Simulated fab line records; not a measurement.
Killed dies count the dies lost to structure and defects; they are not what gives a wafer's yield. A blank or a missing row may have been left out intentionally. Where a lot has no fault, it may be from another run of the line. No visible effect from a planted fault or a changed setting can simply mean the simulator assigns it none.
Comparing a struck lot with a sound one + flow n5_finfet + 43 out of 1938 route steps
Sound: wafers L198.1, L198.2, L198.3. Struck: wafer L204.1. (L204.2 of the same lot was not struck and is left out.) The cause comes at the end.
Order at every step that has rows: each side's tool, ch and its chambers, its first start. Under that, the readings that differ: sound wafers + struck wafers + difference of the means + sigmas: that difference in standard deviations of wafers without a fault.
alike: readings with means less than 2 such deviations apart, plus words and numbers identical on both sides. not compared: withheld readings, readings lacking a value on some wafer, bounds such as >300 that could conceal the same value, and numbers that have no deviation in the record and whose values overlap.
The two part at a step that has a row with sigmas, a row that says differs or no value, or rows on one side only. Non-overlapping numbers with no deviation appear without sigmas and do not part them. A reading missing from all wafers of one side parts the sides only when that side holds two or more wafers.

first, 6 steps without rows for these wafers: N5_PMOS_HMC_CHANNEL_EPI_PRECLEAN_36 (cleans in O3/DIW, time 45 s); N5_PMOS_HMC_CHANNEL_EPI_PRECLEAN_18 (cleans in DHF, time 30 s); N5_PMOS_HMC_CHANNEL_EPI_SRD_19 (time 30 s); N5_PMOS_HMC_CHANNEL_EPI_EPI_20 (deposits SiGe30, target thk 59 nm); N5_PMOS_HMC_CHANNEL_EPI_HM_STRIP_35 (strips SiO2 in dHF, material SiO2, target depth 39.6 nm, time 216 s); N5_PMOS_HMC_CHANNEL_EPI_SRD_39 (time 30 s).
N5_PMOS_HMC_CHANNEL_EPI_CMP_21: polishes SiGe30, target thk 54 nm.
  sound on cmp-01 ch 0,1,2, day 4 07:47; struck on cmp-02 ch 3, day 5 19:32
  alike: edge_zone_pressure_frac, motor_current_A
N5_PMOS_HMC_CHANNEL_EPI_THK_MEAS_22:
  struck on film_metro-01, day 5 19:49; sound on film_metro-01, day 4 08:05
  alike: HMC_CMP_THK
then, 4 steps without rows for these wafers: N5_PMOS_HMC_CHANNEL_EPI_PRECLEAN_40 (cleans in DHF, time 30 s); N5_PMOS_HMC_CHANNEL_EPI_PRECLEAN_37 (cleans in O3/DIW, time 45 s); N5_PMOS_HMC_CHANNEL_EPI_PRECLEAN_24 (cleans in DHF, time 30 s); N5_PMOS_HMC_CHANNEL_EPI_SRD_25 (time 30 s).
N5_PMOS_HMC_CHANNEL_EPI_EPI_26: deposits Si from SiH4/H2, target thk 3.8 nm, time 22.7 s.
  sound on epi_rpcvd-04 ch 0, day 4 08:11; struck on epi_rpcvd-03 ch 0, day 5 19:56
| reading                                             | sound             | struck | difference | sigmas |
|-----------------------------------------------------|-------------------|--------|------------|--------|
| model.Si_of_PMOS_HMC_CHANNEL_EPI_EPI_26.thk_nm (nm) | 3.764 3.808 3.819 | 2.773  | -1.024     |        |
  alike: chamber_pressure_Torr, throttle_valve_pct
N5_PMOS_HMC_CHANNEL_EPI_INSPECT_30: inspects for defects (darkfield).
  struck on defect_inspect-01, day 5 20:18; sound on defect_inspect-02, day 4 08:34
  alike: raw_defect_count
then, 5 steps without rows for these wafers: N5_FIN_SAQP_PRECLEAN_42 (cleans in O3/DIW, time 60 s); N5_FIN_SAQP_PRECLEAN_00 (cleans in SC1, time 60 s); N5_FIN_SAQP_PRECLEAN_44 (cleans in SC2, time 45 s); N5_FIN_SAQP_SRD_01 (time 30 s); N5_FIN_SAQP_ALD_61 (deposits SiO2, target thk 4 nm, pulse time 1 s, purge time 2 s).
N5_FIN_SAQP_DENSIFY_62: time 60 s.
  sound on rtp_anneal-01 ch 0, day 4 08:56; struck on rtp_anneal-01 ch 0, day 5 20:43
  alike: lamp_power_pct, lamp_zone_5_pct, lamp_zone_6_pct, wafer_temp_C_max
then, 1 step without rows for these wafers: N5_FIN_SAQP_HM_DEP_03 (deposits SiNx from SiH4/NH3/N2, target thk 38 nm, time 33.6 s).
N5_FIN_SAQP_THK_MEAS_05:
  struck on film_metro-02, day 5 21:01; sound on film_metro-02, day 4 09:16
  alike: thk_nm
N5_FIN_SAQP_PECVD_47: deposits a-Si from SiH4/He, target thk 45 nm, time 36.3 s.
  sound on pecvd-03 ch 0,1,2, day 4 09:18; struck on pecvd-01 ch 1, day 5 21:03
| reading                | sound          | struck | difference | sigmas |
|------------------------|----------------|--------|------------|--------|
| heater_power_w (W)     | 776 756 912    | 926    | +111       | +2     |
| throttle_valve_pct (%) | 18.0 17.1 17.7 | 19.7   | +2.1       | +2     |
  alike: chamber_pressure_Torr, showerhead_plenum_p_Torr
then, 2 steps without rows for these wafers: N5_FIN_SAQP_PECVD_48 (deposits SiNx from SiH4/NH3/N2, target thk 25 nm, time 22.1 s); N5_FIN_SAQP_PECVD_06 (deposits a-Si from SiH4/He, target thk 60 nm, time 48.1 s).
N5_FIN_SAQP_THK_MEAS_07:
  struck on film_metro-02, day 5 21:13; sound on film_metro-02, day 4 09:28
  alike: thk_nm
N5_FIN_SAQP_HM_DEP_72: deposits SiO2 from SiH4/N2O, target thk 12 nm, time 7.2 s.
  sound on pecvd-01 ch 0,1,2, day 4 09:31; struck on pecvd-01 ch 1, day 5 21:15
| reading            | sound       | struck | difference | sigmas |
|--------------------|-------------|--------|------------|--------|
| heater_power_w (W) | 715 778 664 | 836    | +117       | +2     |
  alike: chamber_pressure_Torr, showerhead_plenum_p_Torr
then, 8 steps without rows for these wafers: N5_FIN_SAQP_COAT_49 (time 60 s, resist thk 100 nm); N5_FIN_SAQP_COAT_50 (time 60 s, resist thk 35 nm); N5_FIN_SAQP_COAT_10 (resist thk 90 nm); N5_FIN_SAQP_EBR_12; N5_FIN_SAQP_SOFTBAKE_11 (time 60 s); N5_FIN_SAQP_EXPOSE_13 (exposes mask FIN CORE, target cd 35.6 nm); N5_FIN_SAQP_PEB_14 (peb time 60 s); N5_FIN_SAQP_DEVELOP_15 (develop time 30 s).
N5_FIN_SAQP_CD_MEAS_16: the cd target is 35.6 nm.
  sound on cd_sem-03 ch 0, day 4 09:58; struck on cd_sem-03 ch 0, day 5 21:35
  alike: cd_nm
N5_FIN_SAQP_OVL_MEAS_17:
  sound on overlay-02 ch 0, day 4 10:00; struck on overlay-01 ch 0, day 5 21:37
  alike: FIN_CORE_OVL
N5_FIN_SAQP_INSPECT_18: inspects for defects (brightfield).
  struck on defect_inspect-02, day 5 21:38; sound on defect_inspect-01, day 4 10:01
  alike: raw_defect_count
then, 1 step without rows for these wafers: N5_FIN_SAQP_DESCUM_21 (chemistry O2, time 7.9 s).
N5_FIN_SAQP_ETCH_51: etches SiARC in CF4, target depth 45.5 nm, time 75.8 s.
  sound on rie_diel-05 ch 1,2,3, day 4 10:20; struck on rie_diel-05 ch 0, day 5 21:43
| reading                | sound     | struck | difference | sigmas |
|------------------------|-----------|--------|------------|--------|
| rf_hours_counter_h (h) | 20 19 153 | 18     | -46        |        |
  alike: drypump_motor_current_A, etch_rf_on_time_s, oes_product_au, rf_vpp_V, showerhead_plenum_p_Torr, throttle_valve_pct
then, 1 step without rows for these wafers: N5_FIN_SAQP_ETCH_52 (etches SOC in N2/H2, target depth 100 nm, overetch 20 nm, time 150 s).
N5_STI_FIN_REVEAL_CLEAN_19: cleans in O3/DIW, time 120 s.
  sound on wet_bench-01 ch 1,3,6, day 5 01:51; struck on wet_bench-05 ch 6, day 6 11:48
| reading                                             | sound       | struck | difference | sigmas |
|-----------------------------------------------------|-------------|--------|------------|--------|
| model.Si_of_PMOS_HMC_CHANNEL_EPI_EPI_26.thk_nm (nm) | 2.4 2.4 2.4 | 1.4    | -1.0       |        |
following that, these wafers have no rows for 1 step: N5_PASSIVATION_PROBE_49.

== WHERE THEY PART ==
First at N5_FIN_SAQP_PECVD_47; last, within this record, at N5_FIN_SAQP_HM_DEP_72. Later steps at which nothing parts them and some readings are alike: N5_FIN_SAQP_CD_MEAS_16, N5_FIN_SAQP_OVL_MEAS_17, N5_FIN_SAQP_INSPECT_18, N5_FIN_SAQP_ETCH_51.

WHY: what the simulator had put in
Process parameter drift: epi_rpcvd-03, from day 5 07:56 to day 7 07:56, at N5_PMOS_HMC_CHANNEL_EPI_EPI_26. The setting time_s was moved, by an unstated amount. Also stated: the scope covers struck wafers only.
